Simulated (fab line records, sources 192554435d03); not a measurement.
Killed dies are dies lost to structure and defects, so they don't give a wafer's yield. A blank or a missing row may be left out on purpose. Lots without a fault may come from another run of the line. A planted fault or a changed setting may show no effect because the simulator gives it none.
Split-lot experiment | flow n5_finfet | 7 lots, 21 wafers read, on a route of 1938 steps

THE SPLIT
At N5_HKMG_FIN_EXPOSE_09 (exposes mask NWFM, target cd 98 nm), the setting dose_mj was moved away from the recipe's 39.25 on 5 of the 21 wafers read, by -6.2% to +6.5%. The other wafers ran this setting at the recipe's value.

FROM THE SPLIT TO THE READING: what the file shows between them, 2 steps
- N5_HKMG_FIN_PEB_10: peb time 60 s
- N5_HKMG_FIN_DEVELOP_11: develop time 30 s

THE READING
cd_nm, in nm, at N5_HKMG_FIN_CD_MEAS_12 (target cd 92.8 nm). Fault-free wafers of this fab line usually give 93.4 nm, standard deviation 0.78 nm.

wafer  | tool, chamber at the split | dose_mj as run | against the recipe | cd_nm, nm | against lot-mates on the recipe
L074.1 | arfi_scanner-02, 0         | 39.25          | recipe             | 94.2      | -
L074.4 | arfi_scanner-02, 0         | 39.25          | recipe             | 93.1      | -
L074.5 | arfi_scanner-02, 0         | 39.25          | recipe             | 93.8      | -
L079.3 | arfi_scanner-03, 0         | 39.25          | recipe             | 94.2      | -
L079.4 | arfi_scanner-03, 0         | 36.8           | -6.2%              | 89.6      | -5.0
L079.5 | arfi_scanner-03, 0         | 39.25          | recipe             | 95.0      | -
L080.1 | arfi_scanner-01, 0         | 41.81          | +6.5%              | 98.1      | +4.3
L080.3 | arfi_scanner-01, 0         | 39.25          | recipe             | 93.6      | -
L080.5 | arfi_scanner-01, 0         | 39.25          | recipe             | 93.9      | -
L082.2 | arfi_scanner-01, 0         | 39.25          | recipe             | 92.3      | -
L082.4 | arfi_scanner-01, 0         | 39.25          | recipe             | 92.0      | -
L082.6 | arfi_scanner-01, 0         | 39.25          | recipe             | 92.1      | -
L083.2 | arfi_scanner-01, 0         | 38.41          | -2.1%              | 91.9      | -2.1
L083.4 | arfi_scanner-01, 0         | 38.41          | -2.1%              | 91.1      | -2.9
L083.6 | arfi_scanner-01, 0         | 39.25          | recipe             | 94.0      | -
L088.2 | arfi_scanner-03, 0         | 39.25          | recipe             | 92.3      | -
L088.3 | arfi_scanner-03, 0         | 39.25          | recipe             | 93.0      | -
L088.4 | arfi_scanner-03, 0         | 41.54          | +5.8%              | 96.5      | +3.8
L095.2 | arfi_scanner-01, 0         | 39.25          | recipe             | 92.0      | -
L095.3 | arfi_scanner-01, 0         | 39.25          | recipe             | 91.4      | -
L095.6 | arfi_scanner-01, 0         | 39.25          | recipe             | 92.2      | -

THE FIT
A straight line over all 21 wafers: cd_nm changes by +0.651 nm for each +1% of dose_mj; r = +0.86; the points scatter about the line by 0.98 nm.
The same after taking each lot's own level away (the mean of its wafers on the recipe; 21 wafers): +0.746 nm for each +1%; r = +0.97; scatter 0.44 nm.
On that fit, the largest move of dose_mj shifts the reading by 4.9 nm.
The lots' own levels span 91.87 to 94.60 nm, that is 3.5 times the standard deviation above.
So the lot-to-lot level changes the slope: the two fits differ.
Check: with one of the wafers moved furthest among these (+6.5%) left out of the fit, the line predicts +4.94 nm for it against its lot-mates. It came out at +4.35 nm against them.

OTHER SPLITS ON THESE WAFERS
These wafers also went through other splits before the reading. Each is held against what the fit with the lots' levels taken away leaves over:
other split on the same wafers       | wafers away from the commonest value | r with cd_nm (lot level and that fit taken away)
N5_DUMMY_GATE_EXPOSE_12 dose_mj      | 8                                    | +0.23
N5_SD_EPI_N_EPI_21 epi_growth_time_s | 6                                    | +0.04

THE WHOLE CHAIN: every reading that the file lists as answering this split, in the file's order
step                   | what it does             | reading                                                         | change (the file's fit)               | r (the file's)
N5_HKMG_FIN_CD_MEAS_12 | target cd 92.8 nm        | cd_nm                                                           | +0.728 nm for each +1% of the setting | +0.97
N5_HKMG_FIN_DESCUM_17  | chemistry O2, time 7.9 s | HKMG_FIN.cd_nm (the simulator's own value, which no gauge read) | +0.688 nm for each +1% of the setting | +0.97

THE FILE'S OWN FIT
cd_nm changes by +0.728 nm for each +1% of dose_mj, r = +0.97.
